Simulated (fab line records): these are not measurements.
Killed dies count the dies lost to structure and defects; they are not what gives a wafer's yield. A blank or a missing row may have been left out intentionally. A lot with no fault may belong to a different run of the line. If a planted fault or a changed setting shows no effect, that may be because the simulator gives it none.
Chamber matching / flow n5_finfet / 3 sister chambers for N5_BEOL_M10_CURE_71 on uv_cure-02
The step cures SiCOH lowk, time 240 s. 3 wafers are shown with their chamber, then 10 later ones without.

## WAFERS PAIRED WITH THEIR CHAMBERS
wafer=L077.5 chamber=1 wafer_temp_C_max=385.7
wafer=L079.5 chamber=2 wafer_temp_C_max=386.9
wafer=L085.3 chamber=0 wafer_temp_C_max=386.3

## WAFERS MISSING THEIR CHAMBER
wafer=L085.6 wafer_temp_C_max=386.2
wafer=L091.4 wafer_temp_C_max=387.5
wafer=L091.5 wafer_temp_C_max=387.0
wafer=L091.6 wafer_temp_C_max=386.4
wafer=L093.3 wafer_temp_C_max=387.3
wafer=L093.5 wafer_temp_C_max=387.3
wafer=L093.6 wafer_temp_C_max=387.2
wafer=L094.1 wafer_temp_C_max=386.2
wafer=L094.3 wafer_temp_C_max=386.7
wafer=L094.5 wafer_temp_C_max=386.4

## THE CHAMBER EACH PASSED THROUGH
wafer=L085.6; from the rows above=can't be placed: 0 or 1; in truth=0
wafer=L091.4; from the rows above=2; in truth=2
wafer=L091.5; from the rows above=2; in truth=2
wafer=L091.6; from the rows above=can't be placed: 0 or 2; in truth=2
wafer=L093.3; from the rows above=2; in truth=2
wafer=L093.5; from the rows above=2; in truth=2
wafer=L093.6; from the rows above=2; in truth=2
wafer=L094.1; from the rows above=can't be placed: 0 or 1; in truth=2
wafer=L094.3; from the rows above=can't be placed: 2 or 0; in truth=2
wafer=L094.5; from the rows above=can't be placed: 0 or 2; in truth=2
Correctly placed: 5 of 10. From these rows, 5 cannot be placed; in 4 the true chamber is one of the candidates. Placed wrongly: 0.
How it was worked out, from the rows above alone: a wafer's distance from a chamber is the root of the sum, over the readings, of the square of ((its reading less the chamber's mean) divided by the reading's scatter). The wafer belongs to the nearest chamber; if the next one is less than 2 further off, it can't be placed. Each chamber's mean is taken over the wafers shown for it. The scatter: root of mean squared gap, hidden wafer to nearest shown wafer, with one shown wafer a chamber.
